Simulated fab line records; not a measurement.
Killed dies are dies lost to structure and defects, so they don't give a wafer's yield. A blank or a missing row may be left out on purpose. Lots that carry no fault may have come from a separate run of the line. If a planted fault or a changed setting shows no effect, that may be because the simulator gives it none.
Split-lot trial | flow n5_finfet | 7 lots, 39 wafers read, on a route of 1938 steps

## THE SPLIT
At N5_PASSIVATION_AL_DEP_21 (deposits Al, target thk 2800 nm, time 170 s), the setting target_thk_a was moved away from the recipe's 28000 angstrom on 18 of the 39 wafers read, by -44.6% to +55.2%. This setting was run at the recipe's value on the other wafers.

The reading is taken at the split's own step.

## THE READING
Al_of_PASSIVATION_AL_DEP_21.thk_nm (the simulator's own value, which no gauge read), in nm, at N5_PASSIVATION_AL_DEP_21 (deposits Al, target thk 2800 nm, time 170 s). There is no usual value for it anywhere in the file. Average 2795 nm, standard deviation 32 nm, over the 21 wafers here run with the recipe.

wafer  | tool, chamber at the split | target_thk_a as run, angstrom | against the recipe | Al_of_PASSIVATION_AL_DEP_21.thk_nm, nm | against lot-mates on the recipe
L074.1 | pvd_sputter-03, -          | 28000                         | recipe             | 2811                                   | -
L074.2 | pvd_sputter-03, -          | 28000                         | recipe             | 2784                                   | -
L074.3 | pvd_sputter-03, -          | 42450                         | +51.6%             | 4230                                   | +1440
L074.4 | pvd_sputter-03, -          | 42450                         | +51.6%             | 4244                                   | +1454
L074.5 | pvd_sputter-03, -          | 42450                         | +51.6%             | 4221                                   | +1431
L074.6 | pvd_sputter-03, -          | 28000                         | recipe             | 2774                                   | -
L077.1 | pvd_sputter-02, -          | 43450                         | +55.2%             | 4268                                   | +1517
L077.2 | pvd_sputter-02, -          | 43450                         | +55.2%             | 4307                                   | +1556
L077.3 | pvd_sputter-02, -          | 28000                         | recipe             | 2799                                   | -
L077.4 | pvd_sputter-02, -          | 28000                         | recipe             | 2705                                   | -
L077.5 | pvd_sputter-02, -          | 28000                         | recipe             | 2748                                   | -
L077.6 | pvd_sputter-02, -          | 43450                         | +55.2%             | 4314                                   | +1563
L080.2 | pvd_sputter-01, -          | 28000                         | recipe             | 2786                                   | -
L080.3 | pvd_sputter-01, -          | 28000                         | recipe             | 2832                                   | -
L080.6 | pvd_sputter-01, -          | 28000                         | recipe             | 2824                                   | -
L082.1 | pvd_sputter-03, -          | 41670                         | +48.8%             | 4152                                   | +1344
L082.2 | pvd_sputter-03, -          | 28000                         | recipe             | 2810                                   | -
L082.3 | pvd_sputter-03, -          | 28000                         | recipe             | 2821                                   | -
L082.4 | pvd_sputter-03, -          | 41670                         | +48.8%             | 4178                                   | +1370
L082.5 | pvd_sputter-03, -          | 41670                         | +48.8%             | 4159                                   | +1351
L082.6 | pvd_sputter-03, -          | 28000                         | recipe             | 2794                                   | -
L088.1 | pvd_sputter-01, -          | 28000                         | recipe             | 2828                                   | -
L088.2 | pvd_sputter-01, -          | 15510                         | -44.6%             | 1619                                   | -1207
L088.3 | pvd_sputter-01, -          | 15510                         | -44.6%             | 1618                                   | -1208
L088.4 | pvd_sputter-01, -          | 28000                         | recipe             | 2840                                   | -
L088.5 | pvd_sputter-01, -          | 15510                         | -44.6%             | 1594                                   | -1232
L088.6 | pvd_sputter-01, -          | 28000                         | recipe             | 2810                                   | -
L095.1 | pvd_sputter-03, -          | 28000                         | recipe             | 2778                                   | -
L095.2 | pvd_sputter-03, -          | 28000                         | recipe             | 2772                                   | -
L095.3 | pvd_sputter-03, -          | 41210                         | +47.2%             | 4098                                   | +1319
L095.4 | pvd_sputter-03, -          | 28000                         | recipe             | 2788                                   | -
L095.5 | pvd_sputter-03, -          | 41210                         | +47.2%             | 4103                                   | +1324
L095.6 | pvd_sputter-03, -          | 41210                         | +47.2%             | 4107                                   | +1328
L096.1 | pvd_sputter-02, -          | 41170                         | +47.0%             | 4119                                   | +1323
L096.2 | pvd_sputter-02, -          | 41170                         | +47.0%             | 4082                                   | +1286
L096.3 | pvd_sputter-02, -          | 28000                         | recipe             | 2826                                   | -
L096.4 | pvd_sputter-02, -          | 28000                         | recipe             | 2753                                   | -
L096.5 | pvd_sputter-02, -          | 41170                         | +47.0%             | 4091                                   | +1295
L096.6 | pvd_sputter-02, -          | 28000                         | recipe             | 2808                                   | -

THE FIT
A straight line over all 39 wafers: Al_of_PASSIVATION_AL_DEP_21.thk_nm changes by +27.4 nm for each +1% of target_thk_a; r = +1.00; the points scatter about the line by 29 nm.
The same after taking each lot's own level away (the mean of its wafers on the recipe; 39 wafers): +27.7 nm for each +1%; r = +1.00; scatter 20 nm.
The reading moves by 1.5e+03 nm for the largest change in target_thk_a, on that fit.
The lots' own levels span 2750.7 to 2826.0 nm, that is 2.4 times the standard deviation above.
Hence the lot-to-lot level has little effect on the slope; both slopes agree.
Check: with one of the wafers moved furthest among these (+55.2%) left out of the fit, the line predicts +1.54e+03 nm for it against its lot-mates. It came out at +1.52e+03 nm against them.

## ADDITIONAL SPLITS CARRIED BY THESE WAFERS
Other splits were also applied to these wafers ahead of the reading. Each is held against what the fit with the lots' levels taken away leaves over:
other split on the same wafers      | wafers away from the commonest value | r with Al_of_PASSIVATION_AL_DEP_21.thk_nm (lot level and that fit taken away)
N5_BEOL_M12_ILD_DEP_00 target_thk_a | 12                                   | -0.08
N5_MIM_BOT_SPUTTER_00 target_thk_a  | 12                                   | +0.14

## THE WHOLE CHAIN: every reading that the file lists as answering this split, in the file's order
step                     | what it does                                            | reading                                                                             | change (the file's fit)                                                           | r (the file's)
N5_PASSIVATION_AL_DEP_21 | deposits Al, target thk 2800 nm, time 170 s             | Al_of_PASSIVATION_AL_DEP_21.thk_nm (the simulator's own value, which no gauge read) | +27.8 nm for each +1% of the setting                                              | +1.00
N5_PASSIVATION_ETCH_59   | etches TaN in Cl2/BCl3, target depth 65 nm, time 34.9 s | oes_product_au                                                                      | not straight: 0.72 at the lowest setting, 0.71 at the recipe, 0.20 at the highest | not given

## THE FILE'S OWN FIT
Al_of_PASSIVATION_AL_DEP_21.thk_nm changes by +27.8 nm for each +1% of target_thk_a, r = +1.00.
